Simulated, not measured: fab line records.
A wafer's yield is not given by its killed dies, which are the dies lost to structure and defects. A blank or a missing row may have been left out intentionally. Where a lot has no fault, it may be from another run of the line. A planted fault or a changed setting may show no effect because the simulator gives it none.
Lot-split experiment | flow n5Finfet | 7 lots, 21 wafers read, on a route of 1938 steps

== ABOUT THE SPLIT ==
At N5_HKMG_FIN_COAT_42 (time 60 s, resist thk 35 nm), the setting spinRpm was moved away from the recipe's 1500 rpm on 5 of the 21 wafers read, by -11.0% to +6.7%. For the rest of the wafers, this setting stayed at what the recipe calls for.

There is no step in the file separating the split from the reading.

== THE READING ==
CAR-ArF_of_HKMG_FIN_COAT_43.thkNm (the simulator's own value, which no gauge read), in nm, at N5_HKMG_FIN_ETCH_54 (etches SiARC in CF4, target depth 45.5 nm, time 75.8 s). The file gives no usual value for it. Average 50.9 nm, standard deviation 0.36 nm, over the 16 wafers here run with the recipe.

wafer  | tool, chamber at the split | spinRpm as run, rpm | against the recipe | CAR-ArF_of_HKMG_FIN_COAT_43.thkNm, nm | against lot-mates on the recipe
L076.2 | lithoTrack-03, 0           | 1500                | recipe             | 50.6                                  | -
L076.3 | lithoTrack-03, 0           | 1587                | +5.8%              | 51.6                                  | +1.0
L076.6 | lithoTrack-03, 0           | 1500                | recipe             | 50.6                                  | -
L086.1 | lithoTrack-05, 0           | 1500                | recipe             | 50.6                                  | -
L086.5 | lithoTrack-05, 0           | 1500                | recipe             | 51                                    | -
L086.6 | lithoTrack-05, 0           | 1500                | recipe             | 50.8                                  | -
L087.1 | lithoTrack-04, 0           | 1569                | +4.6%              | 51.4                                  | +1.1
L087.2 | lithoTrack-04, 0           | 1500                | recipe             | 50.4                                  | -
L087.4 | lithoTrack-04, 0           | 1500                | recipe             | 50.2                                  | -
L088.1 | lithoTrack-04, 0           | 1500                | recipe             | 50.6                                  | -
L088.5 | lithoTrack-04, 0           | 1600                | +6.7%              | 51.4                                  | +0.7
L088.6 | lithoTrack-04, 0           | 1500                | recipe             | 50.8                                  | -
L089.1 | lithoTrack-03, 0           | 1335                | -11.0%             | 49.2                                  | -2.0
L089.2 | lithoTrack-03, 0           | 1335                | -11.0%             | 49.4                                  | -1.8
L089.3 | lithoTrack-03, 0           | 1500                | recipe             | 51.2                                  | -
L094.1 | lithoTrack-03, 0           | 1500                | recipe             | 51                                    | -
L094.3 | lithoTrack-03, 0           | 1500                | recipe             | 51.2                                  | -
L094.6 | lithoTrack-03, 0           | 1500                | recipe             | 51                                    | -
L095.2 | lithoTrack-05, 0           | 1500                | recipe             | 51.4                                  | -
L095.3 | lithoTrack-05, 0           | 1500                | recipe             | 51.4                                  | -
L095.4 | lithoTrack-05, 0           | 1500                | recipe             | 51.4                                  | -

FIT RESULTS
A straight line over all 21 wafers: CAR-ArF_of_HKMG_FIN_COAT_43.thkNm changes by +0.131 nm for each +1% of spinRpm; r = +0.85; the points scatter about the line by 0.34 nm.
The same after taking each lot's own level away (the mean of its wafers on the recipe; 21 wafers): +0.168 nm for each +1%; r = +0.98; scatter 0.15 nm.
According to that fit, moving spinRpm by its largest amount changes the reading by 1.8 nm.
The span of the lots' own levels, 50.30 to 51.40 nm, comes to 3.1 times the standard deviation stated above.
So the slope is not independent of the lot-to-lot level: the two fits are not the same.
Check: for one of the wafers moved furthest among these (-11.0%), held out of the fit, the line's prediction against its lot-mates is -1.76 nm. It came out at -2 nm against them.

== THE WHOLE CHAIN: every reading that the file lists as answering this split, in the file's order ==
step                | what it does                                           | reading                                                                            | change (the file's fit)               | r (the file's)
N5_HKMG_FIN_COAT_42 | time 60 s, resist thk 35 nm                            | SiARC_of_HKMG_FIN_COAT_42.thkNm (the simulator's own value, which no gauge read)   | -0.188 nm for each +1% of the setting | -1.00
N5_HKMG_FIN_ETCH_54 | etches SiARC in CF4, target depth 45.5 nm, time 75.8 s | etch.depthNm (the simulator's own value, which no gauge read)                      | -0.185 nm for each +1% of the setting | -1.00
N5_HKMG_FIN_ETCH_54 | etches SiARC in CF4, target depth 45.5 nm, time 75.8 s | CAR-ArF_of_HKMG_FIN_COAT_43.thkNm (the simulator's own value, which no gauge read) | +0.165 nm for each +1% of the setting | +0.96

== THE FILE'S OWN FIT ==
CAR-ArF_of_HKMG_FIN_COAT_43.thkNm changes by +0.165 nm for each +1% of spinRpm, r = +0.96.
